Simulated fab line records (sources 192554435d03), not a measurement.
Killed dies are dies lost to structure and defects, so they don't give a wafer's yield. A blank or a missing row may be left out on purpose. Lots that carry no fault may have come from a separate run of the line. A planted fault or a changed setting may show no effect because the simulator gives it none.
Which tool was responsible? | flow n5-finfet | 30 wafers from 10 lots sampled at 2 of the route's 1938 steps

== WHAT THE GAUGES SHOWED, per wafer ==
N5_WELL_APT_CD_MEAS_25: target cd 200 nm.
lot  | measured    | on        | cd-nm (nm)
L075 | day 1 21:23 | cd-sem-01 | 197.7 194.7 200.9
L077 | day 2 09:12 | cd-sem-03 | 198.8 196.8 198.0
L080 | day 3 03:04 | cd-sem-01 | 202.6 201.1 202.0
L083 | day 3 21:07 | cd-sem-01 | 198.9 200.7 198.7
L086 | day 4 14:59 | cd-sem-01 | 200.6 199.5 198.5
L088 | day 5 03:49 | cd-sem-03 | 195.8 195.8 198.0
L090 | day 5 14:57 | cd-sem-01 | 202.0 203.5 201.2
L092 | day 6 03:17 | cd-sem-02 | 199.9 199.7 198.3
L094 | day 6 15:07 | cd-sem-01 | 199.1 199.6 199.7
L096 | day 7 03:11 | cd-sem-02 | 201.1 196.9 198.6

== TOOL THAT RAN EACH LOT (tool first, then ch and the chambers of the sampled wafers, then the start) ==
lot  | N5_WELL_APT_DESCUM_13
L075 | rie-diel-06 ch 0,1,2, day 1 20:01
L077 | rie-diel-06 ch 0,1, day 2 08:10
L080 | rie-diel-01 ch 1,2,3, day 3 02:02
L083 | rie-diel-06 ch 0,1,2, day 3 19:58
L086 | rie-diel-03 ch 0,2,3, day 4 13:55
L088 | rie-diel-01 ch 0,1,2, day 5 02:46
L090 | rie-diel-01 ch 1,2,3, day 5 13:47
L092 | rie-diel-01 ch 0,1,2, day 6 02:07
L094 | rie-diel-01 ch 0,2,3, day 6 13:58
L096 | rie-diel-01 ch 0,2,3, day 7 02:10
- N5_WELL_APT_DESCUM_13: chemistry O2, time 7.9 s.

== THE ANSWER, worked out from the rows above alone ==
Rule: usual is defined by the lots themselves. The widest of any qualifying gaps counts: lots, ordered by their means at a reading, are off when they make up no more than a third of the lots, leave a main group of 4 or more, and stand apart from it by 3 or more times the standard deviation of that group's means. Not used: any main group whose means are identical at the precision the tables above print for the reading. Also off: a lot with no number at a reading for which 4 or more lots have one. Any other lot the step has rows for is counted as sound.
No lot is off on any of the readings shown, so nothing can be concluded from this.

== WHAT THE SIMULATOR HAD PUT IN ==
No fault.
